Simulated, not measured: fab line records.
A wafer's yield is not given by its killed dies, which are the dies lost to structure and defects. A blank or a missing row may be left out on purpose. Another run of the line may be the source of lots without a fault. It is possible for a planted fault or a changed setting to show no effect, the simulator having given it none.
One fault through the eyes of 2 desks ; flow n5 finfet ; each desk has only its own numbers; what lay behind them comes last

== AT THE METROLOGY DESK ==
What the gauges read for every lot (on any tool): the sampled wafers with a number, averaged. The brackets show how far a lot's mean lies from the usual mean; more than 4 standard deviations puts the lot out of limits, marked OUT. Readings shown: 7 of its 10, picked as those furthest out on some lot.
Columns: A = DIBL_N at N5_BEOL_M4_RC_MEAS_101, usual 35.8 mV/V; B = DIBL_P at N5_BEOL_M4_RC_MEAS_101, usual 35.8 mV/V; C = IOFF_N at N5_BEOL_M4_RC_MEAS_101, usual 0.152 nA/um; D = IOFF_P at N5_BEOL_M4_RC_MEAS_101, usual 0.204 nA/um; E = ION_N at N5_BEOL_M4_RC_MEAS_101, usual 672 uA/um; F = SS_N at N5_BEOL_M4_RC_MEAS_101, usual 71.5 mV/dec; G = VT_N at N5_BEOL_M4_RC_MEAS_101, usual 250.0 mV
lot;first seen here;A;B;C;D;E;F;G
L633;day 8 16:16;34.3;34.7;0.154;0.211;677;70.9;249.3
L634;day 9 00:26;35.9;37.4;0.165;0.196;685;72.5;250.5
L640;day 10 09:29;35.5;36.2;0.146;0.216;676;71.2;249.3
L642;day 10 14:46;36.2;35.6;0.155;0.184;673;71.6;249.5
L641;day 10 17:40;37.0;38.8;0.163;0.207;669;72.0;249.2
L644;day 11 23:50;34.9;34.6;0.136;0.183;666;71.8;253.1
L648;day 12 05:31;38.7;37.0;0.184;0.209;676;72.0;246.9
L653;day 13 11:38;33.7;35.0;0.132;0.170;664;70.6;251.7
L652;day 13 14:13;36.3;35.2;0.134;0.197;665;71.5;251.6
L656;day 13 21:54;35.7;34.8;0.158;0.206;667;71.7;249.1
This desk's finding: nothing out of limits on any of the 10 lots.

== AT THE TOOL OWNER'S DESK: pecvd-01 ==
The tool's own readings at N5_BEOL_M3_PECVD_72 (deposits SiO2 from TEOS/O2, target thk 16 nm, time 18 s): means of the sampled wafers that have a number, for each lot that ran on this tool. The brackets show how far a lot's mean lies from the usual mean; more than 4 standard deviations puts the lot out of limits, marked OUT.
Columns: A = heater power w at N5_BEOL_M3_PECVD_72, usual 704 W; B = showerhead plenum p Torr at N5_BEOL_M3_PECVD_72, usual 8.74 Torr; C = throttle valve pct at N5_BEOL_M3_PECVD_72, usual 22.1 %
lot;first seen here;A;B;C
L633;day 7 11:17;769;8.73;21.6
L634;day 7 13:07;703;8.72;22.9
L640;day 9 06:20;682;8.67;24.0
L644;day 10 11:48;691;8.71;22.8
L648;day 11 02:54;723;8.71;23.9
This desk's finding: nothing out of limits on any of the 5 lots.

== TAKEN TOGETHER ==
From the metrology desk's view, nothing was out of limits.
The desk of the tool owner found nothing out of limits.

== WHAT THE SIMULATOR PUT IN ==
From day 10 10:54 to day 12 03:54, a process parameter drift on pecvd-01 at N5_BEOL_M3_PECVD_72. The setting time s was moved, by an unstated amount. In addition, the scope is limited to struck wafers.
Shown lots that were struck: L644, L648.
